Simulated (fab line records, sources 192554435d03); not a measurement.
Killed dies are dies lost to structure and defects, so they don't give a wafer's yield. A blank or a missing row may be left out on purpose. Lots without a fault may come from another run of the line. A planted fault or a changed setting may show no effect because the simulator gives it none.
A struck lot beside a sound one | flow n5_finfet | 36 steps out of a route of 1938
Sound: wafers L895.2, L895.5, L895.6. Struck: wafers L902.1, L902.2, L902.4. The cause comes at the end.
At each step with rows: each side's tool, then ch and its chambers, then its first start. Under that, the readings that differ: sound wafers | struck wafers | difference of the means | sigmas: that difference in standard deviations of wafers without a fault.
alike: readings whose means differ by less than 2 such deviations, and words and numbers that are the same on both sides. not compared: withheld readings, readings that some wafer has no value for, bounds like >300 that may hide the same value, and numbers for which the record gives no deviation and whose values overlap.
The two part at a step that has a row with sigmas, a row that says differs or no value, or rows on one side only. Numbers that don't overlap but have no deviation are shown without sigmas and don't part them. A reading that every wafer of one side lacks parts them only if that side has two wafers or more.

first, 11 steps without rows for these wafers: N5_FIN_CUT_PRECLEAN_35 (cleans in vHF, time 13.3 s); N5_FIN_CUT_CUT_ETCH_15 (etches Si in HBr/Cl2/O2, target depth 100 nm, bt time 10 s, time 42.4 s); N5_FIN_CUT_CUT_ETCH_28 (etches Si in HBr/Cl2/O2, target depth 6 nm, time 2.4 s); N5_FIN_CUT_STRIP_22 (strips in N2/H2); N5_FIN_CUT_PRECLEAN_36 (cleans in O3/DIW, time 60 s); N5_FIN_CUT_SRD_32 (time 30 s); N5_FIN_CUT_UV_OZONE_34 (time 120 s); N5_STI_FIN_REVEAL_ALD_00 (deposits SiO2, target thk 1 nm, pulse time 1 s); N5_STI_FIN_REVEAL_ALD_14 (deposits Si3N4, target thk 3 nm); N5_STI_FIN_REVEAL_FCVD_FILL_01 (material SiO2 flowable, target thk 312 nm, time 512.2 s); N5_STI_FIN_REVEAL_DENSIFY_02 (time 1800 s).
N5_STI_FIN_REVEAL_CMP_04: polishes, stops on Si3N4, t overpolish 4 s, target thk 131.83 nm.
  sound on cmp-04 ch 0,1,3, day 3 21:32; struck on cmp-04 ch 1,2,3, day 5 17:23
  no value came back on the struck wafers for any of 5 readings (edge_zone_pressure_frac, head_pressure_psi (psi) and others); on the sound wafers edge_zone_pressure_frac reads 0.995 1.003 1.007
  reading                                                        | sound           | struck            | difference | sigmas
  model.SiO2_flowable_of_STI_FIN_REVEAL_FCVD_FILL_01.thk_nm (nm) | 133 131.4 132.4 | 317.4 316.6 313.4 | +183.5     |
  not compared: pad_life_wafers
N5_STI_FIN_REVEAL_THK_MEAS_05:
  sound on film_metro-02, day 3 21:44; struck on film_metro-01, day 5 17:38
  reading     | sound             | struck            | difference | sigmas
  thk_nm (nm) | 133.0 131.7 132.4 | 317.5 316.8 313.7 | +183.6     | +99 or more
then, 1 step without rows for these wafers: N5_STI_FIN_REVEAL_DENSIFY_30.
N5_STI_FIN_REVEAL_ETCHBACK_08: etches SiO2 in C4F6/O2, target depth 30.5 nm, time 10.167 s.
  sound on rie_diel-02 ch 1,2, day 3 22:04; struck on rie_diel-01 ch 0,2,3, day 5 17:54
  reading                         | sound          | struck         | difference | sigmas
  drypump_motor_current_A (A)     | 5.0 5.0 5.3    | 6.2 5.6 5.9    | +0.8       | +2
  oes_product_au (a.u.)           | 0.75 0.75 0.68 | 1.39 1.63 1.11 | +0.65      | +7
  showerhead_plenum_p_Torr (Torr) | 2.75 2.75 2.81 | 2.99 3.02 2.92 | +0.21      | +3
  alike: oes_o_777_au, rf_vpp_V, throttle_valve_pct
  not compared: rf_hours_counter_h
then, 18 steps without rows for these wafers: N5_STI_FIN_REVEAL_STRIP_24 (strips in N2/H2, time 90 s); N5_STI_FIN_REVEAL_PRECLEAN_25 (cleans in SPM, time 90 s); N5_STI_FIN_REVEAL_PRECLEAN_26 (cleans in SC1, time 45 s); N5_STI_FIN_REVEAL_PRECLEAN_29 (cleans in DHF, time 30 s); N5_STI_FIN_REVEAL_SRD_12 (time 30 s); N5_STI_FIN_REVEAL_RECESS_09 (chemistry HF/NH3, target SiO2, afs cycles 11, target depth 42.5 nm, sublimation time 60 s); N5_STI_FIN_REVEAL_STRIP_16 (strips SiNx in H3PO4, target depth 23.8 nm); N5_STI_FIN_REVEAL_PRECLEAN_17 (cleans in NF3:NH3, afs cycles 1, time 20 s, sublimation time 60 s); N5_STI_FIN_REVEAL_ETCH_34 (etches Si in H2, material Si, target depth 0.97 nm); N5_STI_FIN_REVEAL_OXIDATION_31 (chemistry O2 PLASMA REMOTE, time 20 s); N5_STI_FIN_REVEAL_PRECLEAN_32 (cleans in NF3:NH3, afs cycles 1, time 20 s, sublimation time 60 s); N5_STI_FIN_REVEAL_STRIP_35 (strips Si3N4 in H3PO4, target depth 4 nm, time 39 s); N5_STI_FIN_REVEAL_SRD_21 (time 30 s); N5_STI_FIN_REVEAL_OXIDATION_33 (chemistry O2 PLASMA REMOTE, time 20 s); N5_STI_FIN_REVEAL_CLEAN_19 (cleans in O3/DIW, time 120 s); N5_STI_FIN_REVEAL_SRD_23 (time 30 s); N5_STI_FIN_REVEAL_PRECLEAN_18 (cleans in SC2, time 45 s); N5_STI_FIN_REVEAL_SRD_28 (time 30 s).
N5_STI_FIN_REVEAL_INSPECT_13: inspects for defects (darkfield).
  sound on defect_inspect-01, day 4 01:07; struck on defect_inspect-01, day 5 20:56
  reading          | sound   | struck    | difference | sigmas
  raw_defect_count | 17 8 17 | 104 97 88 | +82        | +14
N5_BEOL_M4_RC_MEAS_101:
  the record has rows for the sound wafers here (prober-01 ch 0, day 9 13:05) and none for the struck ones
-- the record jumps here: 10 days lie between the struck wafers' starts before and after (it left off in module BEOL_M4 and takes up again in module PASSIVATION, whose first step shown is number 1936 of the route) --
N5_PASSIVATION_PROBE_49:
  the record has rows for the struck wafers here (prober-02, day 15 09:18) and none for the sound ones

WHERE THEY PART
First at N5_STI_FIN_REVEAL_CMP_04; last, within this record, at N5_PASSIVATION_PROBE_49.

WHY: what the simulator had put in
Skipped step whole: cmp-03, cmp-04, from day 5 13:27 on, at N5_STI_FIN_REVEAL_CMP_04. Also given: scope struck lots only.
